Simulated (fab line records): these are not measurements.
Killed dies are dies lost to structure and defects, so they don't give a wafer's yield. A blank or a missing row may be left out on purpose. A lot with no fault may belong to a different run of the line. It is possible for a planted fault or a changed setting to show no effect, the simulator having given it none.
fab line records | flow n5Finfet
record: lots: 7 wafers: 21
route steps=1938 shown BEOL_M9@1417 BEOL_M10@1477 BEOL_M11@1573 BEOL_M13@1681
startH: hours from the record's first day to the start of the lot's first wafer shown | waitH: time in hours since the lot's previous step | " repeats the value in the row above | L1.1+2: several wafers, shown together as one row | - value missing, or start not given | * or withheld: withheld | < > ~ a bound
route shown NAME@n: a module of which the file shows steps, and the number in the route of the first | usual: the fault-free wafers' mean and standard deviation | same: alike in all rows | chamber/n: place in a boat | sites: the reading at each site | _std_site: their standard deviation | _edge_site: outer sites' mean less inner sites' | radiusMm: how far each site lies from the wafer's centre | mask NAME#n: copy n | behind: tool/chamber where the wafer was last shaped | hold: why the lot went on hold/how many hours it stayed there/how the hold came to an end | device: the transistor (n, p or np) that didn't switch | end of line: the route-end tests of the same wafers | step lacking rows: just its recipe | killed: dies lost to structure and defects at the first sort, not the wafer's yield | map: per-die view of a wafer (x killed, . not killed, _ where there is no die)
set.NAME: the run value of the setting; set.NAME@STEP: its run value at that earlier step | model.NAME: the simulator's own value behind a step, which no gauge read
lots where settings were altered on purpose, with a table for each step and a row for each wafer
== steps ==
step: N5_BEOL_M9_DESCUM_16
recipe: chemistry: O2 timeS: 7.9 sourcePowerW: 50 biasPowerW: 20 pressureMtorr: 20 rfFrequencyHz: 2.712e+07 tempC: 40 resist: CAR-ArF o2FlowSccm: 225
columns lot.wafer tool chamber startH waitH set.timeS model.CAR-ArF_of_BEOL_M9_COAT_05.thkNm
L074.2+5 rieDiel-06 0,1 202.14 0.5 7.9 83.4
L074.3 " 3 " " 7.9 83.6
L076.3 rieDiel-05 0 211.09 0.0 7.9 83.6
L076.4 " 1 " " 8.708 83.2
L076.6 " 0 " " 7.9 83.4
L080.2 rieDiel-06 2 227.27 0.2 7.9 83.4
L080.4 " 3 " " 8.692 83
L080.6 " 0 " " 7.9 83.6
L082.1 rieDiel-06 2 230.03 0.0 7.9 83.8
L082.2 " 3 " " 7.9 83.4
L082.5 " 1 " " 6.147 85
L083.2 rieDiel-01 1 236.62 0.8 7.9 84
L083.4 " 3 " " 7.9 83.8
L083.6 " 1 " " 8.667 83.6
L089.3 rieDiel-01 1 344.80 0.1 7.9 83.8
L089.4 " 3 " " 7.9 83.6
L089.5 " 3 " " 6.355 84.8
L087.2 rieDiel-01 2 366.41 0.0 6.476 84
L087.4 " 2 " " 6.476 84.2
L087.6 " 1 " " 7.9 83
step: N5_BEOL_M9_ETCH_61
recipe: chemistry: CF4 target: SiARC targetDepthA: 390 maskMaterial: CAR-ArF timeS: 65 ionEnergyEv: 80 pressureMtorr: 40 sourceW: 545 biasW: 36 Ar_flow_sccm: 100 cf4FlowSccm: 100 ends: cleared
columns lot.wafer tool chamber startH waitH set.timeS@BEOL_M9_DESCUM_16 model.CAR-ArF_of_BEOL_M9_COAT_05.thkNm
L074.2+3 rieDiel-06 0,3 202.18 0.0 7.9 55.6
L074.5 " 1 " " 7.9 55.4
L076.3+6 rieDiel-05 0 211.12 0.0 7.9 55.4
L076.4 " 1 " " 8.708 55
L080.2 rieDiel-06 2 227.30 0.0 7.9 55.4
L080.4 " 3 " " 8.692 55
L080.6 " 0 " " 7.9 55.6
L082.1 rieDiel-06 2 230.07 0.0 7.9 55.8
L082.2 " 3 " " 7.9 55.4
L082.5 " 1 " " 6.147 57
L083.2 rieDiel-01 1 236.66 0.0 7.9 56
L083.4 " 3 " " 7.9 55.8
L083.6 " 1 " " 8.667 55.6
L089.3 rieDiel-01 1 344.84 0.0 7.9 55.8
L089.4 " 3 " " 7.9 55.6
L089.5 " 3 " " 6.355 57
L087.2 rieDiel-01 2 366.45 0.0 6.476 56
L087.4 " 2 " " 6.476 56.2
L087.6 " 1 " " 7.9 55
step: N5_BEOL_M10_COAT_05
recipe: resist: CAR-ArF spinRpm: 1500 resistThkNm: 90
columns lot.wafer tool chamber startH waitH set.spinRpm model.CAR-ArF_of_BEOL_M10_COAT_05.thkNm
L074.2+5 lithoTrack-04 0 - - 1500 90.2
L074.3 " 0 " " 1500 90.4
L076.3 lithoTrack-02 0 - - 1500 90.4
L076.4 " 0 " " 1500 90.2
L076.6 " 0 " " 1500 90
L080.2 lithoTrack-03 0 - - 1500 90.4
L080.4 " 0 " " 1500 90.6
L080.6 " 0 " " 1578 88.2
L082.1 lithoTrack-04 0 - - 1500 90
L082.2 " 0 " " 1500 89.8
L082.5 " 0 " " 1500 90.2
L083.2 lithoTrack-03 0 - - 1500 90
L083.4 " 0 " " 1658 85.6
L083.6 " 0 " " 1500 89.8
L089.3 lithoTrack-04 0 - - 1370 94.2
L089.4 " 0 " " 1500 89.8
L089.5 " 0 " " 1500 90.2
L087.2+4 lithoTrack-04 0 - - 1589 87.4
L087.6 " 0 " " 1500 89.8
step: N5_BEOL_M10_EBR_07
recipe: solvent: PGMEA ebrWidthMm: 1.5
step: N5_BEOL_M10_SOFTBAKE_06
recipe: tempC: 110 timeS: 60 resist: CAR-ArF
step: N5_BEOL_M10_EXPOSE_08
recipe: maskId: M10 na: 1.35 sourceShape: dipole sigmaInner: 0.411 sigmaOuter: 0.611 polarization: te doseMj: 53.75
step: N5_BEOL_M10_PEB_09
recipe: pebTempC: withheld pebTimeS: 60 resist: CAR-ArF
step: N5_BEOL_M10_DEVELOP_10
recipe: developTimeS: 30 developer: TMAH resist: CAR-ArF rinseLiquid: diw dry: airSpin devTempC: 23
columns lot.wafer tool chamber startH waitH set.spinRpm@BEOL_M10_COAT_05 model.CAR-ArF_of_BEOL_M10_COAT_05.thkNm
L074.2 lithoTrack-04 0 - - 1500 88.6
L074.3 " 0 " " 1500 88.8
L074.5 " 0 " " 1500 88.4
L076.3 lithoTrack-02 0 - - 1500 88.6
L076.4 " 0 " " 1500 88.4
L076.6 " 0 " " 1500 88.2
L080.2 lithoTrack-02 0 - - 1500 88.6
L080.4 " 0 " " 1500 88.8
L080.6 " 0 " " 1578 86.4
L082.1+2 lithoTrack-02 0 - - 1500 88.2
L082.5 " 0 " " 1500 88.4
L083.2+6 lithoTrack-02 0 - - 1500 88.2
L083.4 " 0 " " 1658 83.8
L089.3 lithoTrack-04 0 - - 1370 92.6
L089.4 " 0 " " 1500 88
L089.5 " 0 " " 1500 88.6
L087.2+4 lithoTrack-03 0 - - 1589 85.8
L087.6 " 0 " " 1500 88.2
step: N5_BEOL_M10_DESCUM_16
recipe: chemistry: O2 timeS: 7.9 sourcePowerW: 50 biasPowerW: 20 pressureMtorr: 20 rfFrequencyHz: 2.712e+07 tempC: 40 resist: CAR-ArF o2FlowSccm: 225
columns lot.wafer tool chamber startH waitH set.spinRpm@BEOL_M10_COAT_05 model.CAR-ArF_of_BEOL_M10_COAT_05.thkNm
L074.2+3 rieDiel-03 2,0 209.21 0.3 1500 83.8
L074.5 " 2 " " 1500 83.6
L076.3 rieDiel-02 0 216.52 0.0 1500 84
L076.4+6 " 3,0 " " 1500 83.6
L080.2 rieDiel-03 1 232.25 0.0 1500 83.8
L080.4 " 3 " " 1500 84
L080.6 " 2 " " 1578 81.6
L082.1+5 rieDiel-02 0,2 235.71 0.0 1500 83.4
L082.2 " 1 " " 1500 83.2
L083.2 rieDiel-02 3 241.88 0.3 1500 83.4
L083.4 " 2 " " 1658 78.8
L083.6 " 2 " " 1500 83.2
L089.3 rieDiel-03 3 353.37 0.0 1370 87.8
L089.4 " 2 " " 1500 83.2
L089.5 " 2 " " 1500 83.8
L087.2 rieDiel-03 0 374.74 0.0 1589 80.8
L087.4 " 2 " " 1589 81
L087.6 " 1 " " 1500 83.4
step: N5_BEOL_M10_ETCH_62
recipe: chemistry: N2/H2 target: SOC targetDepthA: 1100 overetchA: 220 maskMaterial: SiARC tempC: 40 timeS: 165 ionEnergyEv: 200 pressureMtorr: 30 sourceW: 840 biasW: 150 n2FlowSccm: 200 h2FlowSccm: 200
columns lot.wafer tool chamber startH waitH set.timeS model.SiARC_of_BEOL_M10_COAT_60.thkNm
L074.2+3+5 rieDiel-03 2,0,2 209.30 0.0 165 23.6
L076.3 rieDiel-02 0 216.60 0.0 165 23.6
L076.4 " 3 " " 165 24
L076.6 " 0 " " 165 23.8
L080.2+6 rieDiel-03 1,2 232.33 0.0 154.7 24
L080.4 " 3 " " 165 23.2
L082.1 rieDiel-02 0 235.79 0.0 128.5 24.8
L082.2 " 1 " " 165 23.4
L082.5 " 2 " " 128.5 24.4
L083.2 rieDiel-02 3 241.96 0.0 128.3 25
L083.4 " 2 " " 165 23
L083.6 " 2 " " 165 22.8
L089.3 rieDiel-03 3 353.46 0.0 195 22.2
L089.4 " 2 " " 165 23.6
L089.5 " 2 " " 195 22.4
L087.2 rieDiel-03 0 374.83 0.0 165 23.4
L087.4+6 " 2,1 " " 195.9 22.4
step: N5_BEOL_M10_STRIP_68
recipe: chemistry: N2/H2 tempC: 40 n2FlowSccm: 200 h2FlowSccm: 200 rfFrequencyHz: 6e+07
step: N5_BEOL_M10_STRIP_67
recipe: chemistry: CF4 resist: SiARC powerW: 300 biasPowerW: 75 pressureMtorr: 50 cf4FlowSccm: 150 rfFrequencyHz: 6e+07
step: N5_BEOL_M10_HM_OPEN_17
recipe: chemistry: Cl2/BCl3 targetDepthA: 200 overetchA: 60 target: TiN maskMaterial: SOC ionEnergyEv: 150 pressureMtorr: 10 icpW: 1000 biasW: 126 Cl2_flow_sccm: 53.25 bcl3FlowSccm: 21.75 Ar_flow_sccm: 25
columns lot.wafer tool chamber startH waitH set.timeS@BEOL_M10_ETCH_62 model.etch.depthNm
L074.2 rieMetal-03 1 209.49 0.0 165 20.31
L074.3 " 1 " " 165 20.33
L074.5 " 1 " " 165 20.29
L076.3 rieMetal-03 1 216.82 0.1 165 20.11
L076.4 " 0 " " 165 20.37
L076.6 " 1 " " 165 20.01
L080.2 rieMetal-02 0 232.52 0.0 154.7 20.1
L080.4 " 0 " " 165 19.96
L080.6 " 0 " " 154.7 19.91
L082.1 rieMetal-02 0 235.98 0.0 128.5 20.2
L082.2 " 1 " " 165 20.55
L082.5 " 1 " " 128.5 19.79
L083.2 rieMetal-03 0 242.18 0.1 128.3 20.2
L083.4 " 0 " " 165 20.21
L083.6 " 0 " " 165 20.17
L089.3 rieMetal-02 1 353.67 0.1 195 17.21
L089.4 " 0 " " 165 20.09
L089.5 " 0 " " 195 17.07
L087.2 rieMetal-03 1 375.01 0.0 165 19.81
L087.4 " 1 " " 195.9 16.94
L087.6 " 1 " " 195.9 17.18
step: N5_BEOL_M11_ETCH_66
recipe: chemistry: N2/H2 target: SOC targetDepthA: 1200 overetchA: 240 maskMaterial: SiARC tempC: 40 timeS: 180 ionEnergyEv: 200 pressureMtorr: 30 sourceW: 840 biasW: 150 n2FlowSccm: 200 h2FlowSccm: 200
columns lot.wafer tool chamber startH waitH set.timeS model.SiARC_of_BEOL_M11_COAT_64.thkNm
L074.2+3 rieDiel-05 3,1 215.74 0.0 180 23
L074.5 " 3 " " 180 22.8
L076.3 rieDiel-05 1 222.33 0.0 218.2 21.6
L076.4 " 2 " " 180 23.2
L076.6 " 3 " " 180 23
L080.2 rieDiel-05 1 239.84 0.0 151.6 24.2
L080.4 " 0 " " 151.6 23.6
L080.6 " 3 " " 151.6 24
L082.1 rieDiel-06 1 242.54 0.0 180 23
L082.2 " 3 " " 180 22.6
L082.5 " 0 " " 165.3 23.6
L083.2 rieDiel-05 1 248.33 0.0 180 23
L083.4 " 2 " " 205.5 22
L083.6 " 0 " " 180 22.4
L089.3+5 rieDiel-06 2 369.43 0.0 180 22.8
L089.4 " 3 " " 180 22.6
L087.2 rieDiel-06 0 386.82 0.0 180 22.8
L087.4+6 " 2,3 " " 180 22.6
step: N5_BEOL_M11_VIA_ETCH_34
recipe: chemistry: C4F6/O2 target: SiCOH_lowk targetDepthA: 1845 maskMaterial: SOC taperDeg: 4 timeS: 69.2 ionEnergyEv: 250 pressureMtorr: 30 sourceW: 345 biasW: 185 Ar_flow_sccm: 300 C4F6_flow_sccm: 10 O2_flow_sccm: 10
columns lot.wafer tool chamber startH waitH set.timeS model.etch.depthNm model.SOC_of_BEOL_M11_COAT_63.thkNm
L074.2 rieDiel-05 3 215.87 0.0 69.2 184 92.8
L074.3 " 1 " " 69.2 180 92.4
L074.5 " 3 " " 69.2 183.5 92.8
L076.3 rieDiel-05 1 222.45 0.0 83.81 217.2 91.4
L076.4 " 2 " " 83.81 218 90.8
L076.6 " 3 " " 69.2 184.9 92.4
L080.2 rieDiel-05 1 239.96 0.0 69.2 178.3 92.8
L080.4 " 0 " " 69.2 185.6 92.6
L080.6 " 3 " " 69.2 186 92.6
L082.1 rieDiel-06 1 242.66 0.0 59.4 153.9 93.8
L082.2 " 3 " " 59.4 157.6 93.4
L082.5 " 0 " " 69.2 183.7 92.4
L083.2 rieDiel-05 1 248.45 0.0 69.2 181.4 92.4
L083.4 " 2 " " 69.2 182 92.6
L083.6 " 0 " " 69.2 188.4 92.4
L089.3 rieDiel-06 2 369.56 0.0 82.27 223.1 89.8
L089.4 " 3 " " 82.27 220.4 90.2
L089.5 " 2 " " 69.2 187.1 91.8
L087.2 rieDiel-06 0 386.94 0.0 73.33 193.5 91.8
L087.4 " 2 " " 69.2 185.6 91.6
L087.6 " 3 " " 69.2 184.7 92.2
step: N5_BEOL_M13_COAT_66
recipe: resist: SiARC tempC: 220 timeS: 60 spinRpm: 1500 resistThkNm: 110
columns lot.wafer tool chamber startH waitH set.spinRpm model.SiARC_of_BEOL_M13_COAT_66.thkNm
L074.2 lithoTrack-02 0 - - 1500 110.4
L074.3 " 0 " " 1500 110.8
L074.5 " 0 " " 1500 110.6
L076.3 lithoTrack-02 0 - - 1500 110.6
L076.4+6 " 0 " " 1500 110.4
L080.2 lithoTrack-02 0 - - 1646 105.2
L080.4 " 0 " " 1500 110
L080.6 " 0 " " 1646 105
L082.1+5 lithoTrack-02 0 - - 1362 116.2
L082.2 " 0 " " 1500 110.8
L083.2 lithoTrack-02 0 - - 1500 110
L083.4 " 0 " " 1500 110.2
L083.6 " 0 " " 1500 110.4
L089.3+4+5 lithoTrack-01 0 - - 1500 110
L087.2+4 lithoTrack-04 0 - - 1500 110.2
L087.6 " 0 " " 1500 110
step: N5_BEOL_M13_DEVELOP_27
recipe: developTimeS: 45 rinseLiquid: diw dry: airSpin devTempC: 21
columns lot.wafer tool chamber startH waitH set.developTimeS
L074.2+3+5 lithoTrack-01 0 - - 45
L076.3+6 lithoTrack-04 0 - - 45
L076.4 " 0 " " 39.61
L080.2 lithoTrack-02 0 - - 45
L080.4+6 " 0 " " 38.88
L082.1+2+5 lithoTrack-02 0 - - 45
L083.2+4+6 lithoTrack-04 0 - - 45
L089.3+5 lithoTrack-02 0 - - 38.92
L089.4 " 0 " " 45
L087.2+4 lithoTrack-02 0 - - 52.8
L087.6 " 0 " " 45
step: N5_BEOL_M13_HARDBAKE_32
recipe: tempC: 130 timeS: 120
step: N5_BEOL_M13_DESCUM_33
recipe: chemistry: O2 timeS: 7.9 sourcePowerW: 50 biasPowerW: 20 pressureMtorr: 20 rfFrequencyHz: 2.712e+07 tempC: 40 o2FlowSccm: 225
step: N5_BEOL_M13_ETCH_67
recipe: chemistry: CF4 target: SiARC targetDepthA: 1430 timeS: 238.3 ionEnergyEv: 80 pressureMtorr: 40 sourceW: 545 biasW: 36 Ar_flow_sccm: 100 cf4FlowSccm: 100 ends: cleared
columns lot.wafer tool chamber startH waitH set.spinRpm@BEOL_M13_COAT_66 model.etch.depthNm model.coat_of_BEOL_M13_COAT_22.thkNm
L074.2 rieDiel-01 2 224.18 0.0 1500 110.4 211.6
L074.3 " 1 " " 1500 110.9 211
L074.5 " 3 " " 1500 110.7 211.2
L076.3 rieDiel-05 2 230.31 0.0 1500 110.5 210
L076.4 " 1 " " 1500 110.3 211.8
L076.6 " 2 " " 1500 110.4 211.6
L080.2 rieDiel-01 0 248.19 0.0 1646 105.2 215.4
L080.4 " 3 " " 1500 110.1 212.8
L080.6 " 2 " " 1646 105.1 215.4
L082.1 rieDiel-06 2 252.25 0.0 1362 116.2 209
L082.2 " 0 " " 1500 110.7 212.2
L082.5 " 2 " " 1362 116.2 208.6
L083.2 rieDiel-01 0 259.87 0.0 1500 110 211.4
L083.4 " 2 " " 1500 110.2 211.4
L083.6 " 3 " " 1500 110.4 211.2
L089.3+4 rieDiel-05 0,1 381.11 0.0 1500 110 211.4
L089.5 " 3 " " 1500 110.1 211.4
L087.2+4 rieDiel-05 0,3 399.40 0.0 1500 110.2 211
L087.6 " 2 " " 1500 110.1 211.8
step: N5_BEOL_M13_ETCH_68
recipe: chemistry: N2/H2 target: SOC maskMaterial: SiARC sourceW: 3000 biasW: 350 tempC: 40 timeS: 355 ionEnergyEv: 200 pressureMtorr: 30 n2FlowSccm: 200 h2FlowSccm: 200
columns lot.wafer tool chamber startH waitH set.spinRpm@BEOL_M13_COAT_66 model.SiARC_of_BEOL_M13_COAT_66.thkNm
L074.2 rieDiel-01 2 224.33 0.1 1500 78
L074.3 " 1 " " 1500 78.6
L074.5 " 3 " " 1500 77.8
L076.3+6 rieDiel-05 2 230.46 0.1 1500 77.8
L076.4 " 1 " " 1500 78.2
L080.2 rieDiel-01 0 248.33 0.1 1646 72.6
L080.4 " 3 " " 1500 77.6
L080.6 " 2 " " 1646 72.8
L082.1 rieDiel-06 2 252.40 0.1 1362 82.8
L082.2 " 0 " " 1500 77.4
L082.5 " 2 " " 1362 83
L083.2 rieDiel-01 0 260.02 0.1 1500 76.6
L083.4 " 2 " " 1500 77.4
L083.6 " 3 " " 1500 77.6
L089.3 rieDiel-05 0 381.25 0.1 1500 76.4
L089.4 " 1 " " 1500 77.6
L089.5 " 3 " " 1500 76.8
L087.2 rieDiel-05 0 399.55 0.1 1500 76.6
L087.4 " 3 " " 1500 77
L087.6 " 2 " " 1500 76
step: N5_BEOL_M13_SPUTTER_43
recipe: material: TaN targetThkA: 150 tempC: 50 biasV: 168.6 powerW: 15000 chamberPressurePa: 0.12 timeS: 24.19
columns lot.wafer tool chamber startH waitH set.timeS model.TaN_of_BEOL_M13_SPUTTER_43.thkNm
L074.2+3+5 pvdSputter-03 - 225.15 0.0 24.19 15
L076.3 pvdSputter-01 - 231.25 0.0 21.36 13.6
L076.4 " - " " 24.19 15.2
L076.6 " - " " 21.36 13.4
L080.2 pvdSputter-03 - 249.21 0.0 21.4 13.2
L080.4 " - " " 21.4 13
L080.6 " - " " 24.19 15
L082.1+2 pvdSputter-01 - 253.58 0.0 24.19 15
L082.5 " - " " 24.19 15.2
L083.2 pvdSputter-01 - 263.33 0.0 25.66 16.2
L083.4 " - " " 24.19 15.4
L083.6 " - " " 24.19 15.2
L089.3 pvdSputter-01 - 386.16 0.0 24.19 14.8
L089.4+5 " - " " 24.19 15
L087.2+4 pvdSputter-02 - 404.37 0.0 24.19 15
L087.6 " - " " 24.19 14.8
== key ==
split: step: N5_BEOL_M9_DESCUM_16 setting: timeS stated: 7.9 by: wafer
response: step: N5_BEOL_M9_DESCUM_16 reading: model.CAR-ArF_of_BEOL_M9_COAT_05.thkNm change: -0.0556 per: 1% r: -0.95
response: step: N5_BEOL_M9_ETCH_61 reading: model.CAR-ArF_of_BEOL_M9_COAT_05.thkNm change: -0.0589 per: 1% r: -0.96
split: step: N5_BEOL_M10_COAT_05 setting: spinRpm stated: 1500 by: wafer
response: step: N5_BEOL_M10_COAT_05 reading: model.CAR-ArF_of_BEOL_M10_COAT_05.thkNm change: -0.435 per: 1% r: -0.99
response: step: N5_BEOL_M10_DEVELOP_10 reading: model.CAR-ArF_of_BEOL_M10_COAT_05.thkNm change: -0.442 per: 1% r: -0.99
response: step: N5_BEOL_M10_DESCUM_16 reading: model.CAR-ArF_of_BEOL_M10_COAT_05.thkNm change: -0.449 per: 1% r: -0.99
split: step: N5_BEOL_M10_ETCH_62 setting: timeS stated: 165 by: wafer
response: step: N5_BEOL_M10_ETCH_62 reading: model.SiARC_of_BEOL_M10_COAT_60.thkNm change: -0.0708 per: 1% r: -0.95
response: step: N5_BEOL_M10_HM_OPEN_17 reading: model.etch.depthNm shape: bent atLowest: 20.2 atStated: 20.18 atHighest: 17.06
split: step: N5_BEOL_M11_ETCH_66 setting: timeS stated: 180 by: wafer
response: step: N5_BEOL_M11_ETCH_66 reading: model.SiARC_of_BEOL_M11_COAT_64.thkNm change: -0.0673 per: 1% r: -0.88
split: step: N5_BEOL_M11_VIA_ETCH_34 setting: timeS stated: 69.2 by: wafer
response: step: N5_BEOL_M11_VIA_ETCH_34 reading: model.etch.depthNm change: +1.72 per: 1% r: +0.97
response: step: N5_BEOL_M11_VIA_ETCH_34 reading: model.SOC_of_BEOL_M11_COAT_63.thkNm change: -0.0761 per: 1% r: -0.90
split: step: N5_BEOL_M13_COAT_66 setting: spinRpm stated: 1500 by: wafer
response: step: N5_BEOL_M13_COAT_66 reading: model.SiARC_of_BEOL_M13_COAT_66.thkNm change: -0.543 per: 1% r: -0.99
response: step: N5_BEOL_M13_ETCH_67 reading: model.etch.depthNm change: -0.547 per: 1% r: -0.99
response: step: N5_BEOL_M13_ETCH_67 reading: model.coat_of_BEOL_M13_COAT_22.thkNm change: +0.315 per: 1% r: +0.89
response: step: N5_BEOL_M13_ETCH_68 reading: model.SiARC_of_BEOL_M13_COAT_66.thkNm change: -0.548 per: 1% r: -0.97
split: step: N5_BEOL_M13_DEVELOP_27 setting: developTimeS stated: 45 by: wafer
response none clear
split: step: N5_BEOL_M13_SPUTTER_43 setting: timeS stated: 24.19 by: wafer
response: step: N5_BEOL_M13_SPUTTER_43 reading: model.TaN_of_BEOL_M13_SPUTTER_43.thkNm change: +0.154 per: 1% r: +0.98
